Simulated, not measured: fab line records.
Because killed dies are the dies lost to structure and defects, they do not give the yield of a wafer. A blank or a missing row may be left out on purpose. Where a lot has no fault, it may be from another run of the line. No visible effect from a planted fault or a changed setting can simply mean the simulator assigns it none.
Which tool did it? || flow n5-finfet || 10 lots, 30 wafers sampled, at 6 steps of a route of 1938

## WHAT EACH GAUGE READ, for each wafer
N5_SD_EPI_N_CD_MEAS_09: target cd 120 nm.
{"lot": "L799", "measured": "day 3 00:46", "on": "cd-sem-02", "cd-nm (nm)": "120.4 120.4 119.8"}
{"lot": "L800", "measured": "day 3 05:49", "on": "cd-sem-03", "cd-nm (nm)": "119.4 120.1 119.3"}
{"lot": "L802", "measured": "day 3 21:09", "on": "cd-sem-01", "cd-nm (nm)": "119.7 119.6 119.0"}
{"lot": "L805", "measured": "day 4 10:50", "on": "cd-sem-01", "cd-nm (nm)": "119.3 119.3 120.1"}
{"lot": "L806", "measured": "day 4 19:49", "on": "cd-sem-01", "cd-nm (nm)": "120.4 119.1 120.0"}
{"lot": "L807", "measured": "day 5 06:54", "on": "cd-sem-03", "cd-nm (nm)": "119.9 120.0 120.0"}
{"lot": "L811", "measured": "day 6 02:59", "on": "cd-sem-01", "cd-nm (nm)": "120.1 120.0 120.5"}
{"lot": "L816", "measured": "day 7 08:52", "on": "cd-sem-03", "cd-nm (nm)": "100.3 100.1 100.3"}
{"lot": "L819", "measured": "day 8 00:05", "on": "cd-sem-02", "cd-nm (nm)": "104.8 103.5 104.7"}
{"lot": "L822", "measured": "day 8 18:37", "on": "cd-sem-02", "cd-nm (nm)": "119.3 119.9 120.8"}

N5_BEOL_M4_RC_MEAS_101.
{"lot": "L799", "measured": "day 7 20:49", "on": "prober-02", "DIBL_N (mV/V)": "35.6 36.6 35.5", "DIBL_P (mV/V)": "35.4 36.4 35.4", "IOFF_N (nA/um)": "0.143 0.167 0.149", "IOFF_P (nA/um)": "0.19 0.20 0.19", "ION_N (uA/um)": "663 665 674", "ION_P (uA/um)": "459 450 461", "SS_N (mV/dec)": "71.8 72.1 71.7", "SS_P (mV/dec)": "73.3 73.2 72.7", "VT_N (mV)": "252.3 249.5 251.7", "VT_P (mV)": "-255 -253 -255"}
{"lot": "L800", "measured": "day 7 23:18", "on": "prober-01", "DIBL_N (mV/V)": "35.0 37.3 36.1", "DIBL_P (mV/V)": "35.9 38.7 37.2", "IOFF_N (nA/um)": "0.143 0.184 0.163", "IOFF_P (nA/um)": "0.21 0.26 0.23", "ION_N (uA/um)": "657 680 663", "ION_P (uA/um)": "457 468 460", "SS_N (mV/dec)": "71.2 71.9 72.0", "SS_P (mV/dec)": "73.6 74.2 73.8", "VT_N (mV)": "253.3 247.2 250.5", "VT_P (mV)": "-248 -245 -249"}
{"lot": "L802", "measured": "day 8 18:02", "on": "prober-01", "DIBL_N (mV/V)": "36.1 37.7 35.5", "DIBL_P (mV/V)": "37.5 39.1 36.7", "IOFF_N (nA/um)": "0.159 0.190 0.152", "IOFF_P (nA/um)": "0.23 0.27 0.22", "ION_N (uA/um)": "674 678 677", "ION_P (uA/um)": "469 469 471", "SS_N (mV/dec)": "71.1 71.6 71.4", "SS_P (mV/dec)": "73.0 73.6 73.6", "VT_N (mV)": "248.9 249.7 253.0", "VT_P (mV)": "-247 -248 -252"}
{"lot": "L805", "measured": "day 9 05:38", "on": "prober-01", "DIBL_N (mV/V)": "35.7 37.9 37.6", "DIBL_P (mV/V)": "35.3 38.6 37.6", "IOFF_N (nA/um)": "0.135 0.182 0.172", "IOFF_P (nA/um)": "0.19 0.24 0.22", "ION_N (uA/um)": "663 680 689", "ION_P (uA/um)": "459 464 470", "SS_N (mV/dec)": "71.3 71.5 71.0", "SS_P (mV/dec)": "73.8 74.6 74.1", "VT_N (mV)": "253.6 247.2 249.3", "VT_P (mV)": "-253 -248 -251"}
{"lot": "L806", "measured": "day 9 18:59", "on": "prober-01", "DIBL_N (mV/V)": "36.0 37.8 37.8", "DIBL_P (mV/V)": "35.8 37.9 37.7", "IOFF_N (nA/um)": "0.153 0.184 0.179", "IOFF_P (nA/um)": "0.19 0.22 0.21", "ION_N (uA/um)": "673 667 684", "ION_P (uA/um)": "455 450 457", "SS_N (mV/dec)": "72.0 72.8 72.0", "SS_P (mV/dec)": "73.9 73.8 73.6", "VT_N (mV)": "249.3 247.4 245.8", "VT_P (mV)": "-253 -251 -253"}
{"lot": "L807", "measured": "day 9 21:07", "on": "prober-01", "DIBL_N (mV/V)": "36.0 35.8 36.5", "DIBL_P (mV/V)": "37.5 37.3 37.8", "IOFF_N (nA/um)": "0.176 0.174 0.187", "IOFF_P (nA/um)": "0.25 0.25 0.27", "ION_N (uA/um)": "676 672 679", "ION_P (uA/um)": "468 469 469", "SS_N (mV/dec)": "71.8 71.7 73.1", "SS_P (mV/dec)": "74.1 74.3 73.4", "VT_N (mV)": "248.6 246.6 249.4", "VT_P (mV)": "-244 -248 -246"}
{"lot": "L811", "measured": "day 11 05:37", "on": "prober-02", "DIBL_N (mV/V)": "37.6 35.4 36.4", "DIBL_P (mV/V)": "38.3 34.8 36.9", "IOFF_N (nA/um)": "0.190 0.134 0.165", "IOFF_P (nA/um)": "0.26 0.19 0.23", "ION_N (uA/um)": "675 655 686", "ION_P (uA/um)": "466 447 467", "SS_N (mV/dec)": "71.9 70.7 71.2", "SS_P (mV/dec)": "73.5 72.7 73.6", "VT_N (mV)": "247.7 255.9 248.5", "VT_P (mV)": "-248 -253 -251"}
{"lot": "L816", "measured": "day 12 12:41", "on": "prober-02", "DIBL_N (mV/V)": "36.8 36.8 37.8", "DIBL_P (mV/V)": "38.5 38.7 40.1", "IOFF_N (nA/um)": "0.174 0.182 0.198", "IOFF_P (nA/um)": "0.21 0.24 0.25", "ION_N (uA/um)": "686 684 688", "ION_P (uA/um)": "462 470 467", "SS_N (mV/dec)": "71.9 71.7 72.4", "SS_P (mV/dec)": "73.5 73.6 73.6", "VT_N (mV)": "247.8 248.8 244.6", "VT_P (mV)": "-251 -248 -246"}
{"lot": "L819", "measured": "day 12 18:17", "on": "prober-02", "DIBL_N (mV/V)": "37.8 35.1 34.4", "DIBL_P (mV/V)": "39.6 36.1 35.9", "IOFF_N (nA/um)": "0.191 0.142 0.128", "IOFF_P (nA/um)": "0.22 0.17 0.17", "ION_N (uA/um)": "679 671 656", "ION_P (uA/um)": "457 448 454", "SS_N (mV/dec)": "71.9 71.0 70.8", "SS_P (mV/dec)": "74.2 73.7 73.8", "VT_N (mV)": "247.5 251.1 255.7", "VT_P (mV)": "-252 -258 -254"}
{"lot": "L822", "measured": "day 13 15:49", "on": "prober-02", "DIBL_N (mV/V)": "37.3 38.3 37.7", "DIBL_P (mV/V)": "36.0 37.0 35.6", "IOFF_N (nA/um)": "0.184 0.213 0.183", "IOFF_P (nA/um)": "0.25 0.29 0.25", "ION_N (uA/um)": "675 673 673", "ION_P (uA/um)": "464 460 462", "SS_N (mV/dec)": "71.8 71.7 72.7", "SS_P (mV/dec)": "73.7 74.9 74.1", "VT_N (mV)": "246.7 245.4 249.9", "VT_P (mV)": "-246 -246 -247"}

## TOOL THAT RAN EACH LOT (tool first, then ch and the chambers of the sampled wafers, then the start)
{"lot": "L799", "N5_SPACER0_ALD_07": "ald-sin-03 ch 0,1, day 2 23:56", "N5_SPACER0_ALD_00": "ald-sin-03 ch 0,1, day 3 00:05", "N5_SPACER0_ALD_08": "ald-sin-03 ch 0,1, day 3 00:20", "N5_SD_EPI_N_EXPOSE_06": "arfi-scanner-02 ch 0, day 3 00:39"}
{"lot": "L800", "N5_SPACER0_ALD_07": "ald-sin-04 ch 0,1,3, day 3 04:50", "N5_SPACER0_ALD_00": "ald-sin-04 ch 0,1,3, day 3 05:00", "N5_SPACER0_ALD_08": "ald-sin-04 ch 0,1,3, day 3 05:15", "N5_SD_EPI_N_EXPOSE_06": "arfi-scanner-01 ch 0, day 3 05:41"}
{"lot": "L802", "N5_SPACER0_ALD_07": "ald-sin-04 ch 0,3, day 3 20:11", "N5_SPACER0_ALD_00": "ald-sin-04 ch 0,3, day 3 20:20", "N5_SPACER0_ALD_08": "ald-sin-04 ch 0,3, day 3 20:35", "N5_SD_EPI_N_EXPOSE_06": "arfi-scanner-01 ch 0, day 3 21:02"}
{"lot": "L805", "N5_SPACER0_ALD_07": "ald-sin-04 ch 0,1,2, day 4 09:52", "N5_SPACER0_ALD_00": "ald-sin-04 ch 0,1,2, day 4 10:01", "N5_SPACER0_ALD_08": "ald-sin-04 ch 0,1,2, day 4 10:16", "N5_SD_EPI_N_EXPOSE_06": "arfi-scanner-02 ch 0, day 4 10:43"}
{"lot": "L806", "N5_SPACER0_ALD_07": "ald-sin-04 ch 1,2,3, day 4 18:51", "N5_SPACER0_ALD_00": "ald-sin-04 ch 1,2,3, day 4 19:00", "N5_SPACER0_ALD_08": "ald-sin-04 ch 1,2,3, day 4 19:16", "N5_SD_EPI_N_EXPOSE_06": "arfi-scanner-03 ch 0, day 4 19:42"}
{"lot": "L807", "N5_SPACER0_ALD_07": "ald-sin-04 ch 0,2,3, day 5 06:04", "N5_SPACER0_ALD_00": "ald-sin-04 ch 0,2,3, day 5 06:13", "N5_SPACER0_ALD_08": "ald-sin-04 ch 0,2,3, day 5 06:28", "N5_SD_EPI_N_EXPOSE_06": "arfi-scanner-03 ch 0, day 5 06:47"}
{"lot": "L811", "N5_SPACER0_ALD_07": "ald-sin-04 ch 1,2, day 6 02:01", "N5_SPACER0_ALD_00": "ald-sin-04 ch 1,2, day 6 02:10", "N5_SPACER0_ALD_08": "ald-sin-04 ch 1,2, day 6 02:25", "N5_SD_EPI_N_EXPOSE_06": "arfi-scanner-03 ch 0, day 6 02:51"}
{"lot": "L816", "N5_SPACER0_ALD_07": "ald-sin-03 ch 2,3, day 7 08:01", "N5_SPACER0_ALD_00": "ald-sin-03 ch 2,3, day 7 08:10", "N5_SPACER0_ALD_08": "ald-sin-03 ch 2,3, day 7 08:25", "N5_SD_EPI_N_EXPOSE_06": "arfi-scanner-02 ch 0, day 7 08:44"}
{"lot": "L819", "N5_SPACER0_ALD_07": "ald-sin-04 ch 0,1,3, day 7 23:07", "N5_SPACER0_ALD_00": "ald-sin-04 ch 0,1,3, day 7 23:16", "N5_SPACER0_ALD_08": "ald-sin-04 ch 0,1,3, day 7 23:31", "N5_SD_EPI_N_EXPOSE_06": "arfi-scanner-02 ch 0, day 7 23:58"}
{"lot": "L822", "N5_SPACER0_ALD_07": "ald-sin-03 ch 0,1, day 8 17:39", "N5_SPACER0_ALD_00": "ald-sin-03 ch 0,1, day 8 17:49", "N5_SPACER0_ALD_08": "ald-sin-03 ch 0,1, day 8 18:04", "N5_SD_EPI_N_EXPOSE_06": "arfi-scanner-03 ch 0, day 8 18:30"}
- N5_SPACER0_ALD_07: deposits SiNx, target thk 2 nm.
- N5_SPACER0_ALD_00: deposits SiOCN, target thk 3.5 nm, pulse time 3 s, purge time 2 s.
- N5_SPACER0_ALD_08: deposits SiNx, target thk 2 nm.
- N5_SD_EPI_N_EXPOSE_06: exposes mask SD N BLK, target cd 120 nm.

## WHAT THE TOOLS THEMSELVES READ (means of the sampled wafers that have a number; where no wafer has one, the mark that the record gives instead)
N5_SPACER0_ALD_07.
{"lot": "L799", "tool": "ald-sin-03", "heater-power-w (W)": 868}
{"lot": "L800", "tool": "ald-sin-04", "heater-power-w (W)": 821}
{"lot": "L802", "tool": "ald-sin-04", "heater-power-w (W)": 747}
{"lot": "L805", "tool": "ald-sin-04", "heater-power-w (W)": 865}
{"lot": "L806", "tool": "ald-sin-04", "heater-power-w (W)": 824}
{"lot": "L807", "tool": "ald-sin-04", "heater-power-w (W)": 800}
{"lot": "L811", "tool": "ald-sin-04", "heater-power-w (W)": 909}
{"lot": "L816", "tool": "ald-sin-03", "heater-power-w (W)": 877}
{"lot": "L819", "tool": "ald-sin-04", "heater-power-w (W)": 816}
{"lot": "L822", "tool": "ald-sin-03", "heater-power-w (W)": 868}

N5_SPACER0_ALD_00.
{"lot": "L799", "tool": "ald-sin-03", "heater-power-w (W)": 873, "precursor-pulse-height-rel": 0.988}
{"lot": "L800", "tool": "ald-sin-04", "heater-power-w (W)": 815, "precursor-pulse-height-rel": 1.006}
{"lot": "L802", "tool": "ald-sin-04", "heater-power-w (W)": 744, "precursor-pulse-height-rel": 0.998}
{"lot": "L805", "tool": "ald-sin-04", "heater-power-w (W)": 872, "precursor-pulse-height-rel": 0.998}
{"lot": "L806", "tool": "ald-sin-04", "heater-power-w (W)": 839, "precursor-pulse-height-rel": 0.965}
{"lot": "L807", "tool": "ald-sin-04", "heater-power-w (W)": 798, "precursor-pulse-height-rel": 1.004}
{"lot": "L811", "tool": "ald-sin-04", "heater-power-w (W)": 899, "precursor-pulse-height-rel": 0.996}
{"lot": "L816", "tool": "ald-sin-03", "heater-power-w (W)": 894, "precursor-pulse-height-rel": 0.976}
{"lot": "L819", "tool": "ald-sin-04", "heater-power-w (W)": 818, "precursor-pulse-height-rel": 1.002}
{"lot": "L822", "tool": "ald-sin-03", "heater-power-w (W)": 884, "precursor-pulse-height-rel": 0.983}

N5_SPACER0_ALD_08.
{"lot": "L799", "tool": "ald-sin-03", "heater-power-w (W)": 862}
{"lot": "L800", "tool": "ald-sin-04", "heater-power-w (W)": 818}
{"lot": "L802", "tool": "ald-sin-04", "heater-power-w (W)": 733}
{"lot": "L805", "tool": "ald-sin-04", "heater-power-w (W)": 867}
{"lot": "L806", "tool": "ald-sin-04", "heater-power-w (W)": 837}
{"lot": "L807", "tool": "ald-sin-04", "heater-power-w (W)": 810}
{"lot": "L811", "tool": "ald-sin-04", "heater-power-w (W)": 928}
{"lot": "L816", "tool": "ald-sin-03", "heater-power-w (W)": 883}
{"lot": "L819", "tool": "ald-sin-04", "heater-power-w (W)": 826}
{"lot": "L822", "tool": "ald-sin-03", "heater-power-w (W)": 896}

N5_SD_EPI_N_EXPOSE_06.
{"lot": "L799", "tool": "arfi-scanner-02", "exposure-dose-mJ-cm2": 39.80, "stage-vel-mm-s (mm/s)": 499.70}
{"lot": "L800", "tool": "arfi-scanner-01", "exposure-dose-mJ-cm2": 39.71, "stage-vel-mm-s (mm/s)": 499.84}
{"lot": "L802", "tool": "arfi-scanner-01", "exposure-dose-mJ-cm2": 39.75, "stage-vel-mm-s (mm/s)": 500.28}
{"lot": "L805", "tool": "arfi-scanner-02", "exposure-dose-mJ-cm2": 39.72, "stage-vel-mm-s (mm/s)": 499.98}
{"lot": "L806", "tool": "arfi-scanner-03", "exposure-dose-mJ-cm2": 39.76, "stage-vel-mm-s (mm/s)": 500.46}
{"lot": "L807", "tool": "arfi-scanner-03", "exposure-dose-mJ-cm2": 39.79, "stage-vel-mm-s (mm/s)": 500.13}
{"lot": "L811", "tool": "arfi-scanner-03", "exposure-dose-mJ-cm2": 39.75, "stage-vel-mm-s (mm/s)": 500.08}
{"lot": "L816", "tool": "arfi-scanner-02", "exposure-dose-mJ-cm2": 29.57, "stage-vel-mm-s (mm/s)": 500.03}
{"lot": "L819", "tool": "arfi-scanner-02", "exposure-dose-mJ-cm2": 31.67, "stage-vel-mm-s (mm/s)": 500.02}
{"lot": "L822", "tool": "arfi-scanner-03", "exposure-dose-mJ-cm2": 39.74, "stage-vel-mm-s (mm/s)": 499.84}

## THE ANSWER, worked out from the rows above alone
Rule: usual is defined by the lots themselves. The widest of any qualifying gaps counts: lots, ordered by their means at a reading, are off when they make up no more than a third of the lots, leave a main group of 4 or more, and stand apart from it by 3 or more times the standard deviation of that group's means. Not used: any main group whose means are identical at the precision the tables above print for the reading. Also off: a lot with no number at a reading for which 4 or more lots have one. Where the step has rows for the other lots, those lots are counted as sound. The gauges are gone through in route order, then the tools' own readings, and for those a lot's mean is taken as printed above. At the first step where some lot is off, the reading lying furthest off is the one used; lots without a number count as furthest.
Off: L816, L819, at N5_SD_EPI_N_CD_MEAS_09 (cd-nm). The main group has a mean of 119.8 nm with a standard deviation of 0.27.
A tool fits if, at a process step before that reading, it ran every lot that is off, and no sound lot after the first of them. The gauges at N5_SD_EPI_N_CD_MEAS_09 aren't tried: what is off there is off at N5_SD_EPI_N_EXPOSE_06 too, on other tools, and a gauge's error can't cause that. One fits: N5_SD_EPI_N_EXPOSE_06 on arfi-scanner-02. A fault onset in the window from L805 (day 4 10:43, its last sound lot) to L816 (day 7 08:44, its first lot off) fits.
The tool's own readings at N5_SD_EPI_N_EXPOSE_06 bear it out: on the lots that are off they differ by more than 5 times the standard deviation of the sound lots' means. exposure-dose-mJ-cm2 reads 30.62 there against 39.75 on the sound lots.

## WHAT THE SIMULATOR HAD PUT IN
Process parameters drifting: arfi-scanner-02 at N5_SD_EPI_N_EXPOSE_06, beginning at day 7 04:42. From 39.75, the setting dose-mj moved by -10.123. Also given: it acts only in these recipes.
Struck lots among those shown: L816, L819. The same result came from the rule above.
